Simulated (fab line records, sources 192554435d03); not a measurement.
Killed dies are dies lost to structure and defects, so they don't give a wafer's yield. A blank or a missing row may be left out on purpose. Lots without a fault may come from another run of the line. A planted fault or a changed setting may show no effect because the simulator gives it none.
Which tool did it? | flow n5_finfet | 9 lots, 27 wafers sampled, at 6 steps of a route of 1938

WHAT THE GAUGES READ, wafer by wafer
N5_SD_ACTIVATION_RS_MEAS_03: measures by four-point-probe.
lot  | measured    | on            | RS_SD_N (ohm/sq) | RS_SD_P (ohm/sq)
L327 | day 3 21:07 | film_metro-01 | 22.0 22.2 21.9   | 57.2 56.6 56.9
L331 | day 4 16:42 | film_metro-01 | 21.6 21.3 21.6   | 55.9 56.2 56.0
L334 | day 5 13:47 | film_metro-01 | 21.5 21.8 21.6   | 54.5 54.8 54.0
L335 | day 5 18:29 | film_metro-02 | 21.9 21.9 21.5   | 56.4 56.2 55.8
L336 | day 5 21:38 | film_metro-01 | 21.8 21.5 21.2   | 54.0 54.4 54.9
L337 | day 6 03:53 | film_metro-01 | 21.6 21.6 21.4   | 56.2 55.2 56.1
L338 | day 6 15:52 | film_metro-02 | 21.6 21.6 21.4   | 55.3 55.8 55.4
L341 | day 7 06:30 | film_metro-02 | 26.0 26.1 26.0   | 57.8 57.0 57.1
L343 | day 7 18:43 | film_metro-02 | 26.2 26.5 26.3   | 55.7 56.5 55.8

N5_ILD0_THK_MEAS_04.
lot  | measured    | on            | thk_nm (nm)
L327 | day 4 00:07 | film_metro-01 | 197.6 197.5 193.8
L331 | day 4 19:46 | film_metro-01 | 198.3 196.0 195.6
L334 | day 5 16:47 | film_metro-02 | 195.6 197.9 197.2
L335 | day 5 22:31 | film_metro-01 | 195.9 196.5 197.3
L336 | day 6 00:35 | film_metro-02 | 198.3 197.6 196.5
L337 | day 6 06:53 | film_metro-02 | 196.8 197.1 199.2
L338 | day 6 18:53 | film_metro-01 | 198.0 195.9 197.3
L341 | day 7 09:38 | film_metro-02 | 199.2 197.5 197.1
L343 | day 7 21:46 | film_metro-01 | 196.1 195.9 197.8

N5_ILD0_THK_MEAS_08.
lot  | measured    | on            | thk_nm (nm)
L327 | day 4 00:26 | film_metro-02 | 140.5 140.2 139.6
L331 | day 4 20:05 | film_metro-01 | 139.7 139.2 139.1
L334 | day 5 17:06 | film_metro-01 | 138.6 137.9 137.7
L335 | day 5 22:50 | film_metro-02 | 140.0 137.5 140.1
L336 | day 6 00:55 | film_metro-01 | 140.0 140.7 138.2
L337 | day 6 07:13 | film_metro-01 | 139.6 138.9 141.2
L338 | day 6 19:13 | film_metro-02 | 140.9 138.9 140.4
L341 | day 7 09:57 | film_metro-02 | 137.0 138.0 138.2
L343 | day 7 22:05 | film_metro-01 | 138.5 137.6 138.1

N5_BEOL_M4_RC_MEAS_101.
lot  | measured     | on        | DIBL_N (mV/V)  | DIBL_P (mV/V)  | IOFF_N (nA/um)    | IOFF_P (nA/um) | ION_N (uA/um) | ION_P (uA/um) | RC_DENSE_N (ohm.um) | RC_N (ohm.um)     | REXT_N (ohm.um) | RS_SD_N (ohm/sq) | SS_N (mV/dec)  | SS_P (mV/dec)  | VT_N (mV)         | VT_P (mV)
L327 | day 8 05:05  | prober-01 | 39.6 37.8 38.2 | 38.2 35.8 36.4 | 0.231 0.185 0.194 | 0.30 0.25 0.26 | 687 672 683   | 465 468 464   | 18.8 18.6 19.4      | 15.25 15.05 15.83 | 74.4 73.3 74.7  | 28.5 28.7 28.4   | 71.7 72.2 72.5 | 74.2 74.4 73.7 | 244.0 250.5 248.7 | -247 -246 -247
L331 | day 9 20:05  | prober-02 | 35.8 36.5 36.2 | 35.7 37.4 37.3 | 0.138 0.160 0.155 | 0.22 0.24 0.24 | 664 672 674   | 461 469 466   | 19.0 19.1 18.8      | 15.38 15.83 15.34 | 75.3 76.3 76.7  | 28.2 27.7 28.2   | 71.4 71.9 72.1 | 72.8 73.1 72.9 | 252.6 249.0 246.5 | -250 -248 -247
L334 | day 10 12:09 | prober-02 | 37.4 35.2 34.7 | 37.2 35.1 34.6 | 0.176 0.135 0.126 | 0.23 0.20 0.18 | 692 687 679   | 477 476 466   | 19.6 19.3 19.4      | 15.98 15.61 15.96 | 73.4 73.5 72.8  | 28.0 28.1 28.0   | 72.4 71.7 72.3 | 74.2 73.3 72.6 | 247.8 250.7 253.0 | -248 -252 -252
L335 | day 11 10:22 | prober-01 | 35.9 36.2 38.0 | 35.1 35.7 38.0 | 0.149 0.153 0.192 | 0.18 0.19 0.23 | 667 683 683   | 454 465 467   | 19.0 18.3 18.7      | 15.58 15.03 15.41 | 75.3 75.0 75.7  | 28.0 28.3 28.1   | 72.2 71.1 71.8 | 73.1 72.3 73.2 | 250.0 248.9 244.7 | -253 -251 -249
L336 | day 11 12:47 | prober-02 | 35.3 35.3 32.9 | 35.5 35.3 32.6 | 0.162 0.161 0.119 | 0.23 0.23 0.19 | 678 677 666   | 464 464 459   | 18.4 19.1 18.6      | 15.15 15.68 15.24 | 75.0 75.4 74.3  | 27.9 27.6 27.3   | 71.4 70.8 70.7 | 74.0 73.5 71.7 | 251.4 250.4 253.0 | -245 -248 -247
L337 | day 11 15:58 | prober-02 | 33.6 33.6 34.8 | 33.4 33.1 33.9 | 0.137 0.119 0.134 | 0.19 0.18 0.18 | 669 661 667   | 463 460 459   | 18.7 18.7 18.5      | 15.40 15.24 15.13 | 76.1 77.2 76.0  | 27.7 27.8 28.2   | 71.1 71.2 70.8 | 73.1 72.8 73.3 | 251.4 252.9 253.3 | -253 -253 -252
L338 | day 11 12:33 | prober-01 | 35.5 38.1 34.7 | 33.6 36.0 32.0 | 0.129 0.174 0.118 | 0.17 0.21 0.15 | 671 686 653   | 458 459 445   | 19.1 19.6 18.9      | 15.66 16.06 15.52 | 76.4 77.1 77.2  | 28.2 27.9 28.1   | 71.4 71.9 70.9 | 73.4 73.2 72.0 | 253.9 246.4 252.6 | -256 -250 -253
L341 | day 12 15:35 | prober-01 | 35.3 35.4 33.8 | 36.0 36.9 34.8 | 0.131 0.139 0.110 | 0.21 0.23 0.19 | 662 657 657   | 465 468 466   | 22.7 22.4 22.5      | 18.50 18.32 18.31 | 81.4 83.4 81.2  | 33.2 33.0 32.8   | 70.9 70.5 71.3 | 73.6 73.3 72.9 | 254.4 249.2 253.4 | -249 -248 -248
L343 | day 12 11:14 | prober-01 | 37.8 34.8 37.9 | 37.8 33.6 37.4 | 0.188 0.115 0.183 | 0.24 0.17 0.22 | 683 642 679   | 468 448 468   | 22.7 22.7 22.1      | 18.71 18.51 17.96 | 83.5 84.8 83.4  | 33.3 33.1 33.3   | 72.6 71.2 72.1 | 73.1 72.9 73.4 | 248.9 255.3 247.0 | -248 -254 -250

WHICH TOOL RAN EACH LOT (tool, then ch and the chambers of the sampled wafers, then the start)
lot  | N5_SD_EPI_P_ETCH_37               | N5_SD_ACTIVATION_LSA_01
L327 | rie_diel-02 ch 0,1,2, day 3 15:05 | laser_anneal-01 ch 0, day 3 20:55
L331 | rie_diel-06 ch 0,1,3, day 4 12:34 | laser_anneal-01 ch 0, day 4 16:29
L334 | rie_diel-02 ch 0,1, day 5 09:41   | laser_anneal-02 ch 0, day 5 13:35
L335 | rie_diel-03 ch 1,2,3, day 5 14:13 | laser_anneal-01 ch 0, day 5 18:19
L336 | rie_diel-03 ch 2,3, day 5 17:28   | laser_anneal-02 ch 0, day 5 21:28
L337 | rie_diel-02 ch 0,3, day 5 23:44   | laser_anneal-01 ch 0, day 6 03:42
L338 | rie_diel-06 ch 0,1,3, day 6 09:58 | laser_anneal-02 ch 0, day 6 15:40
L341 | rie_diel-02 ch 0,2,3, day 7 01:25 | laser_anneal-01 ch 0, day 7 06:17
L343 | rie_diel-06 ch 0,1,2, day 7 14:37 | laser_anneal-01 ch 0, day 7 18:31
- N5_SD_EPI_P_ETCH_37: etches SOC in N2/H2, overetch 108 nm, time 486 s.
- N5_SD_ACTIVATION_LSA_01: time 0.0008 s.

WHAT THE TOOLS THEMSELVES READ (means of the sampled wafers that have a number; where no wafer has one, the mark that the record gives instead)
N5_SD_EPI_P_ETCH_37.
lot  | tool        | bias_w (W) | drypump_motor_current_A (A) | h2_flow_sccm (sccm) | oes_product_au (a.u.) | rf_vpp_V (V) | showerhead_plenum_p_Torr (Torr) | throttle_valve_pct (%)
L327 | rie_diel-02 | 133.1      | 5.9                         | 200.1               | 0.69                  | 241.5        | 2.55                            | 23.80
L331 | rie_diel-06 | 133.0      | 5.6                         | 200.3               | 0.70                  | 241.0        | 2.62                            | 23.86
L334 | rie_diel-02 | 132.6      | 6.2                         | 199.8               | 0.68                  | 240.4        | 2.52                            | 23.70
L335 | rie_diel-03 | 132.9      | 5.6                         | 200.4               | 0.65                  | 241.1        | 2.51                            | 23.84
L336 | rie_diel-03 | 133.1      | 5.7                         | 199.2               | 0.64                  | 240.7        | 2.51                            | 23.89
L337 | rie_diel-02 | 133.2      | 5.9                         | 199.7               | 0.65                  | 240.6        | 2.55                            | 23.97
L338 | rie_diel-06 | 132.7      | 5.6                         | 199.9               | 0.69                  | 240.8        | 2.61                            | 23.88
L341 | rie_diel-02 | 132.9      | 5.8                         | 200.2               | 0.65                  | 240.3        | 2.56                            | 23.95
L343 | rie_diel-06 | 133.2      | 5.7                         | 200.2               | 0.70                  | 241.5        | 2.61                            | 23.84

N5_SD_ACTIVATION_LSA_01.
lot  | tool            | wafer_temp_C_max
L327 | laser_anneal-01 | 1084.0
L331 | laser_anneal-01 | 1083.6
L334 | laser_anneal-02 | 1085.6
L335 | laser_anneal-01 | 1083.7
L336 | laser_anneal-02 | 1086.3
L337 | laser_anneal-01 | 1083.9
L338 | laser_anneal-02 | 1086.1
L341 | laser_anneal-01 | 1045.3
L343 | laser_anneal-01 | 1046.4

THE ANSWER, worked out from the rows above alone
Rule: what is usual is taken from the lots themselves. Put in order of their means at a reading, lots are off if they are a third of the lots or fewer, leave a main group of 4 or more, and stand apart from it by a gap of 3 or more times the standard deviation of the main group's means; of several such gaps the widest counts. A main group whose means are all the same, to the digits that the tables above print for the reading, isn't used. A lot without any number at a reading at which 4 lots or more have one is off too. The other lots that the step has rows for count as sound. The gauges are gone through in route order, then the tools' own readings, and for those a lot's mean is taken as printed above. The first step at which some lot is off is used, and at that step the reading that is off furthest; a lot without a number counts as furthest.
Off: L341, L343, at N5_SD_ACTIVATION_RS_MEAS_03 (RS_SD_N). The main group: mean 21.6 ohm/sq, standard deviation 0.18.
A tool fits if, at a process step before that reading, it ran every lot that is off, and no sound lot after the first of them. The gauges at N5_SD_ACTIVATION_RS_MEAS_03 aren't tried: what is off there is off at N5_BEOL_M4_RC_MEAS_101 too, on other tools, and a gauge's error can't cause that. One fits: laser_anneal-01 at N5_SD_ACTIVATION_LSA_01. Its last sound lot is L337 (day 6 03:42), its first lot that is off L341 (day 7 06:17): a fault that began between those two fits.
The tool's own readings at N5_SD_ACTIVATION_LSA_01 bear it out: on the lots that are off they differ by more than 5 times the standard deviation of the sound lots' means. wafer_temp_C_max reads 1045.8 there against 1084.7 on the sound lots.

WHAT THE SIMULATOR HAD PUT IN
Process parameter drift: laser_anneal-01, from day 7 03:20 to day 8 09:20, at N5_SD_ACTIVATION_LSA_01. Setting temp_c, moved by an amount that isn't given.
Lots struck among those shown: L341, L343. The rule above found the same.
